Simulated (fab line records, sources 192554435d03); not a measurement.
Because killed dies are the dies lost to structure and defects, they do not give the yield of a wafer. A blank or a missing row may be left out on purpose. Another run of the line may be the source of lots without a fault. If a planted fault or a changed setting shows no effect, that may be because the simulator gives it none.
Matching of chambers / flow n5 finfet / pecvd-04 running N5_BEOL_M9_PECVD_70: 3 sister chambers
The step deposits SiO2 from TEOS/O2, target thk 20 nm, time 22.7 s. 3 wafers are shown with their chamber, then 11 later ones without.

== WAFERS PAIRED WITH THEIR CHAMBERS ==
wafer=L085.4; chamber=2; showerhead plenum p Torr (Torr)=8.84
wafer=L085.5; chamber=1; showerhead plenum p Torr (Torr)=8.70
wafer=L088.2; chamber=0; showerhead plenum p Torr (Torr)=8.81

== WAFERS WHOSE CHAMBER IS MISSING ==
wafer=L088.3; showerhead plenum p Torr (Torr)=8.67
wafer=L088.4; showerhead plenum p Torr (Torr)=8.80
wafer=L089.2; showerhead plenum p Torr (Torr)=8.84
wafer=L089.3; showerhead plenum p Torr (Torr)=8.81
wafer=L089.4; showerhead plenum p Torr (Torr)=8.82
wafer=L087.1; showerhead plenum p Torr (Torr)=8.69
wafer=L087.3; showerhead plenum p Torr (Torr)=8.85
wafer=L087.5; showerhead plenum p Torr (Torr)=8.82
wafer=L092.4; showerhead plenum p Torr (Torr)=8.83
wafer=L092.5; showerhead plenum p Torr (Torr)=8.80
wafer=L092.6; showerhead plenum p Torr (Torr)=8.68

== WHICH CHAMBER EACH WENT THROUGH ==
wafer=L088.3; from the rows above=1; in truth=1
wafer=L088.4; from the rows above=0; in truth=0
wafer=L089.2; from the rows above=2; in truth=2
wafer=L089.3; from the rows above=0; in truth=0
wafer=L089.4; from the rows above=can't be placed: 0 or 2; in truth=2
wafer=L087.1; from the rows above=1; in truth=1
wafer=L087.3; from the rows above=2; in truth=2
wafer=L087.5; from the rows above=can't be placed: 0 or 2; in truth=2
wafer=L092.4; from the rows above=can't be placed: 2 or 0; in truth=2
wafer=L092.5; from the rows above=0; in truth=0
wafer=L092.6; from the rows above=1; in truth=1
Correct placement for 8 of the 11. From these rows, 3 cannot be placed; in 3 the true chamber is one of the candidates. Placed wrongly: 0.
How it was worked out, from the rows above alone: a wafer's distance from a chamber is the root of the sum, over the readings, of the square of ((its reading less the chamber's mean) divided by the reading's scatter). The wafer belongs to the nearest chamber; if the next one is less than 2 further off, it can't be placed. The mean given for a chamber averages the wafers shown for that chamber. The scatter: root of mean squared gap, hidden wafer to nearest shown wafer, with one shown wafer a chamber.
